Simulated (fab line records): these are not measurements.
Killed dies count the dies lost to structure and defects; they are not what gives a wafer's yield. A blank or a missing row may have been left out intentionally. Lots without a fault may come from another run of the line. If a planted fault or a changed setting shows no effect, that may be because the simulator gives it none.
fab line records + flow nand-harc
[record]
- lots = 14
- wafers = 42
- last-day = 32
route steps=1302 shown A_CHANNEL_HOLE_D1@487 A_CHANNEL_FILL_D1@499
lots untouched by any fault: they come from a run of this same line in which no faults occurred
start-h: hours from the record's opening day to when the first of the lot's shown wafers began + wait-h: hours from the lot's prior step to this one + " same as the row above + L1.1+2: one row covering several wafers at once + - no value, or no start was given + * or withheld: withheld + < > ~ a bound
route shown NAME@n: a module of which the file shows steps, and the number in the route of the first + usual: mean and standard deviation over wafers with no fault + same: alike in all rows + chamber/n: place in a boat + sites: per-site readings + _std_site: standard deviation across them + _edge_site: mean of outer sites minus mean of inner sites + radius-mm: how far each site lies from the wafer's centre + mask NAME#n: copy n + behind: the last tool/chamber to shape the wafer + hold: why the lot was held/for how many hours/how that ended + device: the transistor (n, p or np) that didn't switch + end of line: tests of these same wafers at the route's end + a step without rows: its recipe alone + killed: at the first sort, the dies lost to defects and structure; wafer yield is something else + map: the dies of a wafer, with x for killed, . for not killed, _ for no die there
set.NAME: the run value of the setting; set.NAME@STEP: its run value at that earlier step + model.NAME: the simulator's own value behind a step, which no gauge read
a sample of lots followed through the steps of the route, with each step as a table and each wafer as a row
services: from which hour (start-h, from the record's first day; less than 0 if before it) a tool's chamber was out of use, for how many hours, and why
[[steps]]
[step NHARC_A_CHANNEL_HOLE_D1_CD_MEAS_30]
[usual]
- cd-nm = 90.8/1.5
| lot.wafer | tool      | chamber | start-h | wait-h | cd-nm |
|-----------|-----------|---------|---------|--------|-------|
| L572.2    | cd-sem-02 | -       | 185.84  | -      | 89.4  |
| L572.3    | "         | -       | "       | "      | 91.1  |
| L572.4    | "         | -       | "       | "      | 89.8  |
| L573.1    | cd-sem-02 | -       | 193.61  | -      | 91.3  |
| L573.2    | "         | -       | "       | "      | 89.2  |
| L573.5    | "         | -       | "       | "      | 89.7  |
| L574.2    | cd-sem-03 | -       | 215.20  | -      | 93.0  |
| L574.3    | "         | -       | "       | "      | 93.4  |
| L574.5    | "         | -       | "       | "      | 93.6  |
| L577.1    | cd-sem-01 | -       | 229.24  | -      | 92.3  |
| L577.2    | "         | -       | "       | "      | 91.8  |
| L577.4    | "         | -       | "       | "      | 94.4  |
| L576.4    | cd-sem-03 | -       | 234.72  | -      | 92.6  |
| L576.5    | "         | -       | "       | "      | 90.8  |
| L576.6    | "         | -       | "       | "      | 91.5  |
| L579.1    | cd-sem-03 | -       | 247.69  | -      | 91.7  |
| L579.2    | "         | -       | "       | "      | 89.3  |
| L579.5    | "         | -       | "       | "      | 90.2  |
| L580.2    | cd-sem-03 | -       | 267.50  | -      | 91.5  |
| L580.3    | "         | -       | "       | "      | 92.3  |
| L580.4    | "         | -       | "       | "      | 92.4  |
| L582.1    | cd-sem-01 | -       | 290.92  | -      | 89.2  |
| L582.3    | "         | -       | "       | "      | 89.7  |
| L582.6    | "         | -       | "       | "      | 91.5  |
| L584.4    | cd-sem-02 | -       | 308.49  | -      | 89.1  |
| L584.5    | "         | -       | "       | "      | 90.6  |
| L584.6    | "         | -       | "       | "      | 89.7  |
| L587.2    | cd-sem-02 | -       | 334.46  | -      | 88.9  |
| L587.4    | "         | -       | "       | "      | 89.7  |
| L587.5    | "         | -       | "       | "      | 92.3  |
| L588.1    | cd-sem-03 | -       | 356.06  | -      | 91.5  |
| L588.4    | "         | -       | "       | "      | 90.9  |
| L588.5    | "         | -       | "       | "      | 90.5  |
| L589.1    | cd-sem-02 | -       | 360.28  | -      | 90.3  |
| L589.3    | "         | -       | "       | "      | 90.2  |
| L589.5    | "         | -       | "       | "      | 89.2  |
| L592.2    | cd-sem-01 | -       | 399.28  | -      | 88.8  |
| L592.3    | "         | -       | "       | "      | 90.5  |
| L592.4    | "         | -       | "       | "      | 90.0  |
| L594.1    | cd-sem-02 | -       | 404.38  | -      | 92.1  |
| L594.3    | "         | -       | "       | "      | 89.4  |
| L594.6    | "         | -       | "       | "      | 88.8  |
[step NHARC_A_CHANNEL_FILL_D1_ETCHBACK_19]
[recipe]
- target-depth-a = 50
- time-s = 1.7
- hbr-flow-sccm = 150
- cl2-flow-sccm = 50
- rf-w = 400
- icp-w = 400
- bias-w = 100
- chemistry = HBr/Cl2
[usual]
- drypump-motor-current-A = 5.7/0.43
- oes-product-au = 1.003/0.0096
- throttle-valve-pct = 26.406/0.0085
| lot.wafer | tool      | chamber | start-h | wait-h | drypump-motor-current-A | oes-product-au | rf-hours-counter-h | throttle-valve-pct |
|-----------|-----------|---------|---------|--------|-------------------------|----------------|--------------------|--------------------|
| L572.2    | rie-si-02 | 1       | 210.53  | 0.4    | 6.1                     | 0.999          | 0.76               | 26.400             |
| L572.3    | "         | 2       | "       | "      | 5.2                     | 0.998          | 0.83               | 26.396             |
| L572.4    | "         | 3       | "       | "      | 5.1                     | 0.995          | 0.60               | 26.407             |
| L573.1    | rie-si-02 | 2       | 221.36  | 0.4    | 5.2                     | 0.993          | 0.85               | 26.395             |
| L573.2    | "         | 1       | "       | "      | 6.1                     | 1.009          | 0.79               | 26.411             |
| L573.5    | "         | 2       | "       | "      | 5.2                     | 1.009          | -                  | 26.415             |
| L574.2    | rie-si-02 | 2       | 242.37  | 0.4    | 5.2                     | 1.002          | 0.95               | 26.409             |
| L574.3    | "         | 0       | "       | "      | 5.5                     | 1.013          | 0.58               | 26.416             |
| L574.5    | "         | 2       | "       | "      | 5.2                     | 0.998          | -                  | 26.405             |
| L577.1    | rie-si-02 | 2       | 255.16  | 0.4    | 5.2                     | 1.011          | 1.09               | 26.400             |
| L577.2    | "         | 3       | "       | "      | 5.1                     | 0.998          | 0.85               | 26.422             |
| L577.4    | "         | 2       | "       | "      | 5.2                     | 1.006          | -                  | 26.404             |
| L576.4    | rie-si-06 | 1       | 260.44  | 0.4    | 6.2                     | 0.980          | 0                  | 26.408             |
| L576.5    | "         | 2       | "       | "      | 5.6                     | 1.007          | -                  | 26.403             |
| L576.6    | "         | 3       | "       | "      | 6.0                     | 1.021          | -                  | 26.402             |
| L579.1    | rie-si-04 | 3       | 273.06  | 0.4    | 6.2                     | 1.006          | 0.70               | 26.413             |
| L579.2    | "         | 0       | "       | "      | 6.2                     | 1.012          | 0.65               | 26.404             |
| L579.5    | "         | 1       | "       | "      | 5.6                     | 0.995          | -                  | 26.384             |
| L580.2    | rie-si-06 | 2       | 292.05  | 0.4    | 5.6                     | 0.730          | 0.21               | 26.411             |
| L580.4    | "         | 3       | "       | "      | 5.9                     | 0.742          | 0.16               | 26.417             |
| L580.3    | "         | 0       | "       | "      | 6.2                     | 1.013          | 0.18               | 26.405             |
| L582.1    | rie-si-06 | 1       | 316.33  | 0.4    | 6.2                     | 0.993          | 0.34               | 26.393             |
| L582.3    | "         | 2       | "       | "      | 5.6                     | 0.994          | 0.35               | 26.406             |
| L582.6    | "         | 0       | "       | "      | 6.2                     | 0.747          | -                  | 26.397             |
| L584.4    | rie-si-02 | 1       | 333.24  | 0.4    | 6.1                     | 0.988          | 0.28               | 26.409             |
| L584.5    | "         | 1       | "       | "      | 6.2                     | 0.993          | -                  | 26.404             |
| L584.6    | "         | 2       | "       | "      | 5.2                     | 1.000          | -                  | 26.406             |
| L587.2    | rie-si-02 | 3       | 358.98  | 0.4    | 5.1                     | 1.011          | 0.35               | 26.393             |
| L587.4    | "         | 0       | "       | "      | 5.5                     | 1.007          | 0.33               | 26.412             |
| L587.5    | "         | 2       | "       | "      | 5.2                     | 0.993          | -                  | 26.409             |
| L588.4    | rie-si-02 | 1       | 380.52  | 0.4    | 6.1                     | 0.994          | 0.48               | 26.410             |
| L588.1    | "         | 2       | "       | "      | 5.2                     | 1.010          | 0.49               | 26.405             |
| L588.5    | "         | 1       | "       | "      | 6.1                     | 0.993          | -                  | 26.392             |
| L589.3    | rie-si-02 | 1       | 384.53  | 0.4    | 6.1                     | 0.997          | 0.50               | 26.412             |
| L589.1    | "         | 3       | "       | "      | 5.1                     | 1.005          | 0.44               | 26.404             |
| L589.5    | "         | 1       | "       | "      | 6.2                     | 0.996          | -                  | 26.395             |
| L592.2    | rie-si-02 | 1       | 424.17  | 0.4    | 6.2                     | 1.001          | 0.75               | 26.417             |
| L592.4    | "         | 3       | "       | "      | 5.1                     | 1.009          | 0.65               | 26.412             |
| L592.3    | "         | 0       | "       | "      | 5.5                     | 1.001          | 0.66               | 26.406             |
| L594.3    | rie-si-02 | 3       | 428.84  | 0.4    | 5.1                     | 1.014          | 0.70               | 26.406             |
| L594.1    | "         | 0       | "       | "      | 5.5                     | 1.004          | 0.69               | 26.409             |
| L594.6    | "         | 2       | "       | "      | 5.2                     | 1.000          | -                  | 26.415             |
[step NHARC_A_CHANNEL_FILL_D1_STRIP_29]
[recipe]
- time-s = 20
- o2-flow-sccm = 500
- ar-flow-sccm = 0
- bias-w = 0
- chemistry = O2
[usual]
- drypump-motor-current-A = 5.7/0.5
- oes-product-au = 1.001/0.01
- rf-vpp-V = 57.7/0.89
- showerhead-plenum-p-Torr = 3.51/0.12
- throttle-valve-pct = 17.037/0.0094
| lot.wafer | tool        | chamber | start-h | wait-h | drypump-motor-current-A | oes-product-au | rf-hours-counter-h | rf-vpp-V | showerhead-plenum-p-Torr | throttle-valve-pct |
|-----------|-------------|---------|---------|--------|-------------------------|----------------|--------------------|----------|--------------------------|--------------------|
| L572.4    | rie-diel-04 | 0       | -       | -      | 5.0                     | 1.011          | 2.1                | 58.1     | 3.64                     | 17.032             |
| L572.2    | "           | 1       | "       | "      | 5.7                     | 0.988          | 2.4                | 58.3     | 3.64                     | 17.046             |
| L572.3    | "           | 3       | "       | "      | 6.5                     | 0.982          | 2.3                | 58.2     | 3.40                     | 17.036             |
| L573.1    | rie-diel-04 | 3       | -       | -      | 6.5                     | 0.990          | 2.8                | 58.5     | 3.40                     | 17.045             |
| L573.2    | "           | 1       | "       | "      | 5.7                     | 0.995          | 3.1                | 58.2     | 3.64                     | 17.045             |
| L573.5    | "           | 3       | "       | "      | 6.5                     | 0.997          | -                  | 58.0     | 3.40                     | 17.024             |
| L574.2    | rie-diel-04 | 0       | 260.41  | 0.6    | 4.9                     | 0.997          | 3.4                | 58.4     | 3.64                     | 17.037             |
| L574.3    | "           | 2       | "       | "      | 5.5                     | 0.995          | 4.1                | 56.8     | 3.50                     | 17.027             |
| L574.5    | "           | 2       | "       | "      | 5.5                     | 0.998          | -                  | 58.1     | 3.50                     | 17.045             |
| L577.2    | rie-diel-04 | 3       | -       | -      | 6.5                     | 1.003          | 4.5                | 57.7     | 3.40                     | 17.037             |
| L577.4    | "           | 0       | "       | "      | 4.9                     | 1.009          | 4.2                | 57.8     | 3.64                     | 17.038             |
| L577.1    | "           | 1       | "       | "      | 5.7                     | 0.996          | 3.8                | 58.9     | 3.64                     | 17.038             |
| L576.4    | rie-diel-06 | 3       | -       | -      | 5.3                     | 1.006          | 7.3                | 57.2     | 3.51                     | 17.056             |
| L576.6    | "           | 2       | "       | "      | 6.1                     | 0.993          | -                  | 56.9     | 3.33                     | 17.031             |
| L576.5    | "           | 3       | "       | "      | 5.3                     | 1.009          | -                  | 57.3     | 3.50                     | 17.058             |
| L579.2    | rie-diel-06 | 3       | 290.79  | 0.2    | 5.3                     | 1.003          | 8.2                | 58.5     | 3.50                     | 17.033             |
| L579.1    | "           | 0       | "       | "      | 6.2                     | 1.004          | 7.9                | 58.3     | 3.66                     | 17.039             |
| L579.5    | "           | 0       | "       | "      | 6.2                     | 1.006          | -                  | 59.0     | 3.66                     | 17.049             |
| L580.2    | rie-diel-01 | 3       | -       | -      | 5.1                     | 0.990          | 5.0                | 58.1     | 3.40                     | 17.044             |
| L580.4    | "           | 1       | "       | "      | 5.5                     | 0.988          | 4.8                | 59.6     | 3.63                     | 17.049             |
| L580.3    | "           | 2       | "       | "      | 6.0                     | 1.005          | 5.2                | 58.1     | 3.45                     | 17.033             |
| L582.1    | rie-diel-06 | 2       | -       | -      | 6.1                     | 1.007          | 0.6                | 58.6     | 3.32                     | 17.045             |
| L582.3    | "           | 3       | "       | "      | 5.3                     | 1.013          | 0.6                | 57.7     | 3.50                     | 17.041             |
| L582.6    | "           | 2       | "       | "      | 6.1                     | 1.006          | -                  | 58.5     | 3.32                     | 17.033             |
| L584.4    | rie-diel-04 | 1       | -       | -      | 5.7                     | 1.000          | 9.2                | 57.5     | 3.63                     | 17.030             |
| L584.6    | "           | 2       | "       | "      | 5.5                     | 0.987          | -                  | 58.1     | 3.50                     | 17.034             |
| L584.5    | "           | 3       | "       | "      | 6.5                     | 0.999          | -                  | 57.3     | 3.39                     | 17.038             |
| L587.2    | rie-diel-01 | 2       | -       | -      | 6.0                     | 1.001          | 9.5                | 57.4     | 3.44                     | 17.046             |
| L587.4    | "           | 3       | "       | "      | 5.1                     | 0.993          | 8.9                | 57.7     | 3.40                     | 17.039             |
| L587.5    | "           | 0       | "       | "      | 4.9                     | 1.011          | -                  | 57.3     | 3.44                     | 17.040             |
| L588.1    | rie-diel-01 | 0       | 401.86  | 0.1    | 4.9                     | 1.004          | 0.8                | 55.5     | 3.44                     | 17.019             |
| L588.4    | "           | 0       | "       | "      | 5.0                     | 0.993          | -                  | 56.9     | 3.43                     | 17.055             |
| L588.5    | "           | 2       | "       | "      | 6.0                     | 1.009          | -                  | 58.4     | 3.44                     | 17.038             |
| L589.1    | rie-diel-06 | 2       | -       | -      | 6.1                     | 1.010          | 4.4                | 57.0     | 3.32                     | 17.033             |
| L589.3    | "           | 1       | "       | "      | 6.0                     | 1.026          | 5.0                | 58.1     | 3.65                     | 17.042             |
| L589.5    | "           | 3       | "       | "      | 5.3                     | 1.015          | -                  | 57.5     | 3.50                     | 17.044             |
| L592.4    | rie-diel-06 | 3       | -       | -      | 5.3                     | 1.001          | 6.2                | 57.2     | 3.50                     | 17.031             |
| L592.3    | "           | 1       | "       | "      | 5.9                     | 1.009          | 6.7                | 58.7     | 3.65                     | 17.054             |
| L592.2    | "           | 2       | "       | "      | 6.2                     | 1.002          | 5.9                | 56.6     | 3.32                     | 17.040             |
| L594.3    | rie-diel-04 | 0       | -       | -      | 4.9                     | 0.998          | 4.1                | 57.9     | 3.63                     | 17.029             |
| L594.1    | "           | 2       | "       | "      | 5.5                     | 1.001          | 4.3                | 58.0     | 3.49                     | 17.048             |
| L594.6    | "           | 1       | "       | "      | 5.7                     | 0.988          | -                  | 59.5     | 3.63                     | 17.047             |
[[services]]
| tool        | chamber | start-h | hours | kind   |
|-------------|---------|---------|-------|--------|
| rie-si-06   | 1       | 191.43  | 9.8   | repair |
| rie-si-06   | 0       | 196.19  | 4.6   | repair |
| rie-diel-01 | -       | 203.88  | 9.0   | pm     |
| rie-si-06   | 3       | 206.67  | 7.6   | repair |
| rie-diel-01 | 0       | 216.30  | 5.2   | repair |
| rie-si-02   | 1       | 239.86  | 16.8  | repair |
| rie-si-06   | -       | 249.00  | 9.0   | pm     |
| rie-diel-04 | 1       | 259.50  | 9.0   | repair |
| rie-si-06   | 3       | 268.19  | 13.6  | repair |
| rie-si-02   | -       | 277.00  | 9.0   | pm     |
| rie-diel-06 | 1       | 284.62  | 12.8  | repair |
| rie-diel-04 | 1       | 289.33  | 2.8   | repair |
| rie-diel-01 | 0       | 296.60  | 7.8   | repair |
| rie-diel-06 | -       | 307.27  | 9.0   | pm     |
| rie-diel-06 | 3       | 325.19  | 4.8   | repair |
| rie-diel-04 | 0       | 333.72  | 3.4   | repair |
| rie-diel-04 | 1       | 335.60  | 1.7   | repair |
| rie-diel-04 | 3       | 352.66  | 11.1  | repair |
| rie-diel-04 | -       | 354.91  | 9.0   | pm     |
| rie-diel-01 | -       | 380.88  | 9.0   | pm     |
| rie-diel-01 | 1       | 394.79  | 3.4   | repair |
| rie-diel-01 | 0       | 397.28  | 2.8   | repair |
| rie-diel-04 | 0       | 412.27  | 6.2   | repair |
| rie-diel-04 | -       | 433.13  | 3.6   | repair |
[[key]]
[first-sign]
- step = NHARC_A_CHANNEL_FILL_D1_ETCHBACK_19
- reading = oes-product-au
- direction = down
- sigmas = 27
- usual = 1.003
- struck = 0.740
effect none on later readings
met-at NHARC_A_CHANNEL_FILL_D1_ETCHBACK_19
struck-lots L580,L582
struck-wafers L580.2,L580.4,L582.6
later-rows-left-out L580.2,L580.4,L582.6
sort-left-out L580.2,L580.4,L582.6
tester-left-out L580,L582
not-acting-at NHARC_A_CHANNEL_HOLE_D1_CD_MEAS_30,NHARC_A_CHANNEL_FILL_D1_STRIP_29
onset-between 260.44 292.05
[fault]
- kind = process-parameter-drift
- tool = rie-si-06
- chamber = -
- onset-h = 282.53
- steps = NHARC_A_CHANNEL_FILL_D1_ETCHBACK_19
- channel = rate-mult
- offset = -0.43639
- shape = step
- end-h = 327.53
- scope = struck-wafers-only
// tester-left-out: of these lots the tester's yield and bins aren't shown, on N5 and GAA mostly nor the transistor test; their killed dies are dies lost to structure and defects alone, not to doping, threshold or leakage, so they don't give the yield
// sort-left-out: the simulated sort isn't trusted on such a fault, so these wafers' sort isn't shown, and their yield isn't known
// later-rows-left-out: the simulator's readings of these wafers behind a module that went badly wrong aren't trusted and aren't shown, but for the sort
